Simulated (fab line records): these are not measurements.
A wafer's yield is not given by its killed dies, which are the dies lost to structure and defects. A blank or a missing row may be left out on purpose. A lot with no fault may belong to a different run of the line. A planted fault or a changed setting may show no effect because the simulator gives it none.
Which of the tools did it?	flow n5-finfet	Sampling: 6 lots, 18 wafers, 2 of 1938 route steps

## WHAT EACH GAUGE READ, for each wafer
N5_PASSIVATION_OVL_MEAS_63.
lot	measured	on	PAD_OVL (nm)
L695	day 12 04:08	overlay-01	-1 8 4
L699	day 12 23:28	overlay-02	10 11 17
L701	day 13 08:55	overlay-02	7 11 7
L703	day 13 21:50	overlay-02	-3 2 -3
L714	day 17 18:32	overlay-02	7 7 1
L716	day 18 21:20	overlay-02	11 2 7

## EACH LOT AND THE TOOL THAT RAN IT (in order: tool; ch and the chambers of the sampled wafers; start)
lot	N5_BEOL_M10_ECD_50
L695	ecd-cu-02 ch 0,1, day 10 07:28
L699	ecd-cu-01 ch 0, day 11 03:02
L701	ecd-cu-01 ch 0,1, day 11 18:48
L703	ecd-cu-01 ch 0,1, day 12 04:50
L714	ecd-cu-02 ch 0,1, day 15 14:54
L716	ecd-cu-02 ch 0,1, day 16 17:35
- N5_BEOL_M10_ECD_50: material Cu, target thk 318 nm.

## THE ANSWER, worked out from the rows above alone
Rule: the lots themselves supply what counts as usual. The widest of any qualifying gaps counts: lots, ordered by their means at a reading, are off when they make up no more than a third of the lots, leave a main group of 4 or more, and stand apart from it by 3 or more times the standard deviation of that group's means. The tables above print the reading to a certain number of digits; a main group whose means all agree to those digits is not used. Also off: a lot with no number at a reading for which 4 or more lots have one. The other lots that the step has rows for count as sound.
Nothing can be told from this: no lot is off at any reading shown.

## WHAT THE SIMULATOR PUT IN
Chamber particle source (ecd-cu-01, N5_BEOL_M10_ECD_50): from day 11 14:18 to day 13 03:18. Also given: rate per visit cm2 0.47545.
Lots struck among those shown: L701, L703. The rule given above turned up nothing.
